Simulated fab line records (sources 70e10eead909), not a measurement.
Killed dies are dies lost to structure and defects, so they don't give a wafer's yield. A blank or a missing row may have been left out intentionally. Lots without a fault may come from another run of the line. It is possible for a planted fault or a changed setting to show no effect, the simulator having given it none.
8D (eight disciplines) problem report, filled in by code / flow nand-harc / the parts of the form that need people (team, actions taken, sign-off) are left out

## 1. WHAT WENT WRONG
Mean of killed-dies at NHARC_END_SORT_01: 162 across 2 wafers in 2 lots; on wafers with no fault it is 63 (standard deviation 18). That puts it +5.5 standard deviations away from the usual mean.
Seen first at day 26 11:27 on prober-02, wafer L850.2. The record has a number at this step for 6 wafers belonging to 2 lots. Rule for "out" (also "out of limits"): further than 4 standard deviations from the usual mean. The rest of the wafers with a number are treated as sound.

## 2. WHAT IT IS; WHAT IT IS NOT
question=which readings at this step | is=killed-dies, defect-limited-yield, killed-at-array | is not=killed-at-other, killed-at-periphery, killed-open, killed-short
question=which lots | is=L850, L852 | is not=-
question=which wafers of those lots | is=L850.2, L852.1 | is not=L850.1, L850.6, L852.4, L852.6
question=read on which gauges | is=prober-01, prober-02 | is not=-
question=when | is=from day 26 11:27 | is not=up to then (1 sound wafer); but 3 sound wafers of L850, L852 came after

## 3. THE SUSPECTS, EACH WITH WHAT RULES IT OUT
Counting: if a tool at a process step up to the reading ran every lot that is out, it stays a suspect. Sound lots after the first of them don't rule it out here, since some wafers of a struck lot are sound.
- the gauge at NHARC_END_SORT_01 has been ruled out. Those wafers that are out were read across 2 gauges (prober-01, prober-02).
- rie-diel-08 at NHARC_A_M1_STRIP_18 (strips in N2/H2): kept. It ran every lot that is out, first L850 (day 25 01:21).
- rie-diel-09 at NHARC_THIN_TSV_DESCUM_14 (chemistry O2, time 3 s): kept. It ran every lot that is out, first L850 (day 25 20:55).
- In rie-diel-08 at NHARC_A_M1_STRIP_18, the wafers that are out were processed in chamber 1 and their sound lot-mates in chambers 2, 3.
Left after counting: rie-diel-08 at NHARC_A_M1_STRIP_18, rie-diel-09 at NHARC_THIN_TSV_DESCUM_14.

## 4. THE CAUSE (what the simulator had put in)
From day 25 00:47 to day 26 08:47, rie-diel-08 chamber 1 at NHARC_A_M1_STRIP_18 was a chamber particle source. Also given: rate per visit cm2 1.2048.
This tool is one of the 2 suspects left after counting.

## 5. THE CHAIN OF EFFECTS, in route order
Rows list readings where the struck wafers' mean (over those with a number) sits beyond 3 standard deviations from the usual. Scope: only readings with a usual standard deviation given in the record; hours: median across lots of the time from each lot's start at the first step in this table that gives one to its start at this step; sigmas: change in usual standard deviations.
hours=0; step=NHARC_END_SORT_01; reading=defect-limited-yield; usual=90.7 %; on struck wafers=76.0; change=-14.8; sigmas=-5.5
hours=0; step=NHARC_END_SORT_01; reading=killed-at-array; usual=58; on struck wafers=160; change=+102; sigmas=+5.4
hours=0; step=NHARC_END_SORT_01; reading=killed-dies; usual=63; on struck wafers=162; change=+100; sigmas=+5.5

## 6. HOW IT WOULD HAVE BEEN CAUGHT EARLIER
35 hours passed between the start of the fault at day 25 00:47 and the first reading out of limits at a measuring or inspecting step in this record, taken at day 26 11:27.
Of the tool readings at NHARC_A_M1_STRIP_18 for which the record gives a usual standard deviation, none was out on any struck wafer, so an alarm limit of 4 standard deviations on them would not have fired.
Each of the lots that are out, 2 in all, had begun NHARC_A_M1_STRIP_18 on rie-diel-08 no later than day 26 11:27. A hold on the tool at that time would have spared none of them.
